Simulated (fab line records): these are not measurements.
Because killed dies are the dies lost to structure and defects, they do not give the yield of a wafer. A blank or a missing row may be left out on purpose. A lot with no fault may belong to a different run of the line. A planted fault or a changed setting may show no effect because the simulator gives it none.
A lot that was struck, set against a sound lot    flow n5_finfet    15 out of 1938 route steps
Sound: the wafers L595.1, L595.3, L595.6. Struck: wafer L602.6 (L602.1, L602.5, from the same lot, were not struck and are left out); the cause is given at the end.
Each step with rows lists, per side, the tool, then ch with its chambers, then its first start. Under that, the readings that differ: sound wafers    struck wafers    difference of the means    sigmas: that difference in standard deviations of wafers without a fault.
alike: a reading whose means differ by less than 2 such deviations, as well as words and numbers matching on both sides. not compared: withheld readings; readings where some wafer has no value; bounds like >300 that might hide an equal value; numbers whose values overlap and for which the record gives no deviation.
The two part at a step that has a row with sigmas, a row that says differs or no value, or rows on one side only. When numbers do not overlap yet have no deviation, they are printed without sigmas and do not part them. Lack of a reading on every wafer of one side parts them only where that side has two or more wafers.

first, 8 steps without rows for these wafers: N5_BEOL_M5_COAT_60 (time 60 s, resist thk 12 nm); N5_BEOL_M5_COAT_71 (time 60 s, resist thk 5 nm); N5_BEOL_M5_COAT_05 (resist thk 30 nm); N5_BEOL_M5_EBR_07; N5_BEOL_M5_SOFTBAKE_06 (time 60 s); N5_BEOL_M5_EXPOSE_08 (exposes mask M5, target cd 28 nm); N5_BEOL_M5_PEB_09 (peb time 60 s); N5_BEOL_M5_DEVELOP_10 (develop time 30 s).
N5_BEOL_M5_CD_MEAS_11 targets a cd of 27.74 nm.
  sound on cd_sem-02 ch 0, day 12 19:34; struck on cd_sem-02 ch 0, day 14 08:49
  alike: cd_nm
N5_BEOL_M5_OVL_MEAS_12:
  sound on overlay-02 ch 0, day 12 19:35; struck on overlay-01 ch 0, day 14 08:51
reading      sound        struck  difference  sigmas
M5_OVL (nm)  0.5 0.9 0.9  -0.7    -1.5        -2
N5_BEOL_M5_INSPECT_13: inspects for defects (brightfield).
  sound: defect_inspect-01 at day 12 19:39; struck: defect_inspect-02 at day 14 08:55
  alike: raw_defect_count
N5_BEOL_M5_DESCUM_16: chemistry O2, time 7 s.
  sound on rie_diel-05 ch 2,3, day 12 19:41; struck on rie_diel-02 ch 1, day 14 08:57
  alike: drypump_motor_current_A, oes_product_au, rf_vpp_V, showerhead_plenum_p_Torr, throttle_valve_pct
  not compared: rf_hours_counter_h
N5_BEOL_M5_ETCH_72: etches underlayer in N2/H2, target depth 6.5 nm, time 5.2 s.
  sound on rie_diel-05 ch 2,3, day 12 19:43; struck on rie_diel-02 ch 1, day 14 08:59
reading                sound              struck  difference  sigmas
bias_w (W)             150.6 150.5 150.1  149.4   -1.0        -2
etch_rf_on_time_s (s)  5.07 5.11 5.07     6.83    +1.75       +9
rf_fwd_power_W (W)     822.2 817.9 822.7  612.7   -208.2      -80
rf_vpp_V (V)           528 522 526        577     +52         +17
  alike: drypump_motor_current_A, n2_flow_sccm, oes_product_au, showerhead_plenum_p_Torr, throttle_valve_pct
  not compared: rf_hours_counter_h
N5_BEOL_M5_ETCH_61: etches SiARC in CF4, target depth 15.6 nm, time 26 s.
  sound on rie_diel-05 ch 2,3, day 12 19:44; struck on rie_diel-02 ch 1, day 14 09:00
reading                sound           struck  difference  sigmas
etch_rf_on_time_s (s)  25.1 25.4 25.5  27.5    +2.2        +2
  alike: bias_w, drypump_motor_current_A, mfc_ar_sccm, oes_product_au, rf_fwd_power_W, rf_vpp_V, showerhead_plenum_p_Torr, throttle_valve_pct
  not compared: rf_hours_counter_h
-- record jumps: 5 days separate the struck wafers' starts on either side; left off in module BEOL_M5, taken up again in module PASSIVATION, whose first shown step is the route's number 1936 --
N5_PASSIVATION_PROBE_49:
  sound: prober-01 at day 16 16:52; struck: prober-01 at day 19 18:48
  alike: defect_limited_yield, killed_at_M0_to_M3, killed_at_M4_up, killed_at_contacts, killed_at_front_end, killed_at_other, killed_dies, killed_open, killed_short, sort_bin_5_function, sort_bin_6_memory, sort_bin_8_speed, sort_n_pass, sort_yield_pct

## WHERE THEY PART
Earliest at N5_BEOL_M5_OVL_MEAS_12; latest, in this record, at N5_BEOL_M5_ETCH_61. Later steps at which nothing parts them and some readings are alike: N5_PASSIVATION_PROBE_49.

WHY: whatever the simulator had introduced
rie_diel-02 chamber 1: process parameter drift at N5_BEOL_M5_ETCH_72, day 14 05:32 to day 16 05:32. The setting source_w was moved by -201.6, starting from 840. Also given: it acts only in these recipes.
